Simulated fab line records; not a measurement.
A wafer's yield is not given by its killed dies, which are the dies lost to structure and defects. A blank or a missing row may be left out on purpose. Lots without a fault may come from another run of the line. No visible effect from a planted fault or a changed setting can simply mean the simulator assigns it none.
Which tool did it?    flow nandHarc    13 lots, 39 wafers sampled, at 4 steps of a route of 1159

WHAT EACH GAUGE READ, for each wafer
NHARC_P_STI_CD_MEAS_09: target cd 200 nm. Usual: cdNm 199.9 nm, standard deviation 1.9.
lot   measured     on        cdNm (nm)          flag
L229  day 2 10:47  cdSem-03  201.2 200.6 202.5  
L230  day 2 16:56  cdSem-01  199.2 196.9 199.7  
L231  day 3 00:22  cdSem-01  197.5 198.9 199.3  
L232  day 3 06:19  cdSem-03  195.7 199.2 199.4  
L233  day 3 13:44  cdSem-03  199.7 197.7 197.8  
L237  day 4 12:40  cdSem-03  201.1 201.1 203.1  
L244  day 6 06:31  cdSem-02  200.3 201.6 202.4  
L246  day 6 20:26  cdSem-02  202.0 201.3 197.8  
L247  day 6 20:16  cdSem-01  199.9 200.0 198.2  
L249  day 7 11:17  cdSem-01  202.5 201.3 206.2  
L250  day 7 16:56  cdSem-03  198.8 198.9 200.5  
L251  day 8 00:19  cdSem-03  197.7 200.5 198.2  
L252  day 8 06:07  cdSem-02  199.8 198.1 200.0  

NHARC_P_GATE_CD_MEAS_11: target cd 1640 nm. Usual: cdNm 1640.0 nm, standard deviation 1.4.
lot   measured     on        cdNm (nm)             flag
L229  day 3 16:54  cdSem-02  1641.3 1640.8 1643.5  
L230  day 4 08:29  cdSem-03  1639.2 1638.7 1638.9  
L231  day 4 14:38  cdSem-01  1638.6 1641.9 1640.4  
L232  day 4 20:49  cdSem-01  1640.4 1640.8 1639.8  
L233  day 5 03:13  cdSem-01  1639.0 1638.1 1639.3  
L237  day 6 04:13  cdSem-01  - - -                 OFF
L244  day 7 22:59  cdSem-02  1639.4 1638.4 1640.9  
L246  day 8 11:50  cdSem-01  1641.4 1641.1 1639.0  
L247  day 8 11:40  cdSem-01  1640.6 1642.3 1642.8  
L249  day 9 08:00  cdSem-01  1639.5 1637.7 1639.5  
L250  day 9 08:20  cdSem-01  1640.7 1638.7 1640.3  
L251  day 9 15:36  cdSem-03  1640.6 1639.8 1642.6  
L252  day 9 15:46  cdSem-02  1638.7 1640.7 1640.9  

EACH LOT AND THE TOOL THAT RAN IT (in order: tool; ch and the chambers of the sampled wafers; start)
lot   NHARC_P_ZERO_WELL_DESCUM_26       NHARC_P_GATE_EXPOSE_08
L229  rieDiel-13 ch 1,2, day 1 14:31    krfScanner-03 ch 0, day 3 16:45
L230  rieDiel-05 ch 0,1,3, day 1 20:37  krfScanner-01 ch 0, day 4 08:20
L231  rieDiel-08 ch 2,3, day 2 02:45    krfScanner-02 ch 0, day 4 14:28
L232  rieDiel-13 ch 0,2,3, day 2 08:37  krfScanner-03 ch 0, day 4 20:39
L233  rieDiel-13 ch 0,2,3, day 2 14:49  krfScanner-03 ch 0, day 5 03:04
L237  rieDiel-08 ch 2,3, day 3 14:40    krfScanner-02 ch 0, day 6 04:04
L244  rieDiel-05 ch 0,2, day 5 08:46    krfScanner-02 ch 0, day 7 22:49
L246  rieDiel-13 ch 1,2, day 5 20:52    krfScanner-03 ch 0, day 8 11:41
L247  rieDiel-08 ch 0,2,3, day 6 02:38  krfScanner-02 ch 0, day 8 11:31
L249  rieDiel-05 ch 0,1,2, day 6 15:05  krfScanner-02 ch 0, day 9 07:51
L250  rieDiel-08 ch 1,2,3, day 6 20:49  krfScanner-01 ch 0, day 9 08:10
L251  rieDiel-08 ch 0,3, day 7 02:48    krfScanner-01 ch 0, day 9 15:26
L252  rieDiel-13 ch 1,2, day 7 08:47    krfScanner-03 ch 0, day 9 15:36
- NHARC_P_ZERO_WELL_DESCUM_26: chemistry O2, time 3 s.
- NHARC_P_GATE_EXPOSE_08: exposes mask P HV.

AS READ BY THE TOOLS THEMSELVES (means over the sampled wafers that have a number; for cases with no such wafer, the mark the record gives instead)
NHARC_P_ZERO_WELL_DESCUM_26. Usual: drypumpMotorCurrentA 5.7 A, standard deviation 0.35; oesProductAu 1.002 a.u., standard deviation 0.0075; rfVppV 57.7 V, standard deviation 0.86; showerheadPlenumPTorr 1.92 Torr, standard deviation 0.08; throttleValvePct 11.310 %, standard deviation 0.0089.
lot   tool        drypumpMotorCurrentA (A)  oesProductAu (a.u.)  rfVppV (V)  showerheadPlenumPTorr (Torr)  throttleValvePct (%)  flag
L229  rieDiel-13  5.2                       1.012                58.2        1.93                          11.305                
L230  rieDiel-05  6.0                       0.997                57.6        1.92                          11.316                
L231  rieDiel-08  5.7                       1.010                57.1        1.91                          11.316                
L232  rieDiel-13  5.5                       1.002                57.2        1.90                          11.313                
L233  rieDiel-13  5.5                       1.001                58.1        1.90                          11.303                
L237  rieDiel-08  5.7                       1.011                57.7        1.91                          11.302                
L244  rieDiel-05  5.5                       1.004                57.1        1.88                          11.303                
L246  rieDiel-13  5.2                       1.013                58.0        1.93                          11.303                
L247  rieDiel-08  5.7                       0.997                57.1        1.93                          11.317                
L249  rieDiel-05  5.7                       0.996                57.9        1.89                          11.298                
L250  rieDiel-08  5.8                       0.994                58.1        1.94                          11.317                
L251  rieDiel-08  5.7                       1.002                57.1        1.87                          11.306                
L252  rieDiel-13  5.2                       1.006                56.9        1.88                          11.312                

NHARC_P_GATE_EXPOSE_08. Usual: reticleTempC 23.01 C, standard deviation 0.11.
lot   tool           reticleTempC (C)  flag
L229  krfScanner-03  22.85             
L230  krfScanner-01  22.95             
L231  krfScanner-02  22.95             
L232  krfScanner-03  23.04             
L233  krfScanner-03  22.89             
L237  krfScanner-02  23.06             
L244  krfScanner-02  23.07             
L246  krfScanner-03  23.00             
L247  krfScanner-02  23.02             
L249  krfScanner-02  22.91             
L250  krfScanner-01  23.10             
L251  krfScanner-01  23.19             
L252  krfScanner-03  23.04             

THE ANSWER, worked out from the rows above alone
Rule: a lot is off if the mean of its wafers that have a number lies more than 3 standard deviations from the usual mean. A lot without any number at a reading at which 4 lots or more have one is off too. Any other lot the step has rows for is counted as sound. First the gauges in route order, then the tools' own readings, where a lot's mean is used as printed above. The first step at which some lot is off is used, and at that step the reading that is off furthest; a lot without a number counts as furthest.
Off at NHARC_P_GATE_CD_MEAS_11 (cdNm): L237. Without a number there: L237.
A tool fits if, at a process step before that reading, it ran every lot that is off, and no sound lot after the first of them. Gauges at NHARC_P_GATE_CD_MEAS_11: tried the same way as those tools. Not one of the candidates tried fits.

WHAT HAD BEEN PUT IN BY THE SIMULATOR
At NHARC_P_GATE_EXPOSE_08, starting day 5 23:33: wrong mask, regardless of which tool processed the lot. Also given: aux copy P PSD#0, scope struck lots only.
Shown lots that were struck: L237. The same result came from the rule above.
